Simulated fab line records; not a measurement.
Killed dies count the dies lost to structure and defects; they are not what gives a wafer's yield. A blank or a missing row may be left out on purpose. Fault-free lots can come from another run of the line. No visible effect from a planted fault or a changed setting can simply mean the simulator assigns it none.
Struck lot and sound lot, side by side + flow n5 finfet + 14 steps out of a route of 1938
Sound: wafers L641.1, L641.5, L641.6. Wafers L640.1, L640.2, L640.3 were the ones struck. At the end, the cause is stated.
For every step that has rows: the tool of each side, followed by ch and its chambers, followed by its first start. Under that, the readings that differ: sound wafers + struck wafers + difference of the means + sigmas: that difference in standard deviations of wafers without a fault.
alike: words and numbers the same on both sides, and readings whose means are apart by under 2 such deviations; not compared: readings that were withheld, readings missing a value for some wafer, numbers with overlapping values and no deviation given by the record, and bounds like >300 which may hide the same value.
The two part at a step that has a row with sigmas, a row that says differs or no value, or rows on one side only. When numbers do not overlap yet have no deviation, they are printed without sigmas and do not part them. A reading missing from all wafers of one side parts the sides only when that side holds two or more wafers.

first, 1 step without rows for these wafers: N5_BEOL_M11_PRE_CLEAN_55 (time 15 s).
N5_BEOL_M11_DEP_56: deposits SiCN from 3MS/NH3, target thk 30 nm, time 10.5 s.
  sound on pecvd-04 ch 0,1,2, day 13 00:44; struck on pecvd-03 ch 0,1,2, day 12 14:46
  alike: chamber pressure Torr, showerhead plenum p Torr, showerhead vpp V, throttle valve pct
N5_BEOL_M11_RS_MEAS_57: uses a four-point probe to measure.
  sound on film metro-02 at day 13 00:48; struck on film metro-01 at day 12 14:49
  alike: M11_RS
N5_BEOL_M11_INSPECT_58: inspects for defects (darkfield).
  sound on defect inspect-02 at day 13 00:50; struck on defect inspect-02 at day 12 14:51
  alike: raw defect count
N5_BEOL_M12_ILD_DEP_00: deposits SiOC from DEMS/O2, target thk 658.92 nm, time 130.7 s.
  sound on pecvd-02 ch 1,2, day 13 00:52; struck on pecvd-01 ch 0,1,2, day 12 14:53
| reading              | sound          | struck         | difference | sigmas |
|----------------------|----------------|----------------|------------|--------|
| showerhead vpp V (V) | 1499 1538 1373 | 1300 1390 1316 | -135       | -2     |
  alike: chamber pressure Torr, heater power w, showerhead plenum p Torr, throttle valve pct
N5_BEOL_M12_THK_MEAS_01:
  sound on film metro-01 at day 13 00:59; struck on film metro-01 at day 12 15:01
  alike: M12_ILD_THK
then, 6 steps without rows for these wafers: N5_BEOL_M12_COAT_58 (time 60 s, resist thk 89 nm); N5_BEOL_M12_COAT_04 (resist thk 400 nm); N5_BEOL_M12_EBR_06; N5_BEOL_M12_SOFTBAKE_05 (time 60 s); N5_BEOL_M12_EXPOSE_07 (exposes mask V11); N5_BEOL_M12_PEB_08 (peb time 90 s).
N5_BEOL_M12_DEVELOP_09: develop time 45 s.
  struck on litho track-03, day 12 15:20; sound on litho track-01 ch 0, day 13 01:19
  no value came back on the struck wafers for chill plate temp C (C), develop time s (s); on the sound wafers chill plate temp C (C) reads 22.82 22.79 22.89
| reading                                    | sound             | struck            | difference | sigmas |
|--------------------------------------------|-------------------|-------------------|------------|--------|
| model.coat_of_BEOL_M12_COAT_04.thk nm (nm) | 384.4 385.6 385.6 | 397.6 399.6 398.6 | +13.4      |        |
then, 1 step without rows for these wafers: N5_BEOL_M12_HARDBAKE_14 (time 120 s).

WHERE THEY PART
At N5_BEOL_M12_ILD_DEP_00 first; at N5_BEOL_M12_DEVELOP_09 last (within this record only).

WHY: what had been put in by the simulator
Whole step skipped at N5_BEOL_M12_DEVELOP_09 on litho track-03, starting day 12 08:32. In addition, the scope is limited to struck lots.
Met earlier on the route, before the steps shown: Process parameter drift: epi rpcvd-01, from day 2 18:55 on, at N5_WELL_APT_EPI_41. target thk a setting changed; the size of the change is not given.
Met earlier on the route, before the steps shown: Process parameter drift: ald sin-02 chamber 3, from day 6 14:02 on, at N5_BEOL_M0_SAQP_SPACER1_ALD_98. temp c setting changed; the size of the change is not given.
